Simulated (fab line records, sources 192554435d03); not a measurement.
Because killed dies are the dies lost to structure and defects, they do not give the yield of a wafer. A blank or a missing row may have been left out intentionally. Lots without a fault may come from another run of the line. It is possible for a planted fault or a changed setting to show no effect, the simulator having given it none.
Matching of chambers | flow n5_finfet | N5_BEOL_M12_VIA_ETCH_16 on rie_diel-01 has 4 sister chambers
The step etches SiOC in C4F8/O2/Ar, target depth 724.8 nm. 8 wafers are shown with their chamber, then 12 later ones without.

== WAFERS WITH THEIR CHAMBER ==
wafer  | chamber | throttle_valve_pct (%) | showerhead_plenum_p_Torr (Torr)
L085.3 | 1       | 24.13                  | 3.31
L085.4 | 2       | 23.85                  | 3.38
L089.1 | 3       | 24.52                  | 3.29
L089.2 | 0       | 24.23                  | 3.24
L089.6 | 1       | 24.15                  | 3.31
L088.1 | 0       | 24.23                  | 3.24
L088.3 | 3       | 24.53                  | 3.29
L088.4 | 2       | 23.85                  | 3.37

== WAFERS WITH NO CHAMBER GIVEN ==
wafer  | throttle_valve_pct (%) | showerhead_plenum_p_Torr (Torr)
L090.1 | 24.16                  | 3.31
L090.2 | 23.84                  | 3.37
L090.4 | 24.23                  | 3.24
L091.4 | 24.52                  | 3.28
L091.5 | 24.52                  | 3.28
L091.6 | 23.89                  | 3.37
L094.1 | 24.18                  | 3.30
L094.3 | 24.25                  | 3.23
L094.5 | 24.55                  | 3.28
L096.3 | 24.16                  | 3.30
L096.5 | 24.54                  | 3.27
L096.6 | 24.25                  | 3.23

== WHICH CHAMBER EACH ONE RAN IN ==
wafer  | from the rows above | in truth
L090.1 | 1                   | 1
L090.2 | 2                   | 2
L090.4 | 0                   | 0
L091.4 | 3                   | 3
L091.5 | 3                   | 3
L091.6 | 2                   | 2
L094.1 | 1                   | 1
L094.3 | 0                   | 0
L094.5 | 3                   | 3
L096.3 | 1                   | 1
L096.5 | 3                   | 3
L096.6 | 0                   | 0
Correctly placed: 12 of 12. Number that these rows cannot place: 0. 0 placed wrongly.
How it was worked out, from the rows above alone: a wafer's distance from a chamber is the root of the sum, over the readings, of the square of ((its reading less the chamber's mean) divided by the reading's scatter). If the next closest chamber is less than 2 further off than the closest, the wafer can't be placed; otherwise it belongs to the closest. Each chamber's mean is taken over the wafers shown for it. The scatter: take each reading less its chamber's mean, square it, sum over the shown wafers, divide by the number of wafers less the number of chambers, and take the root.
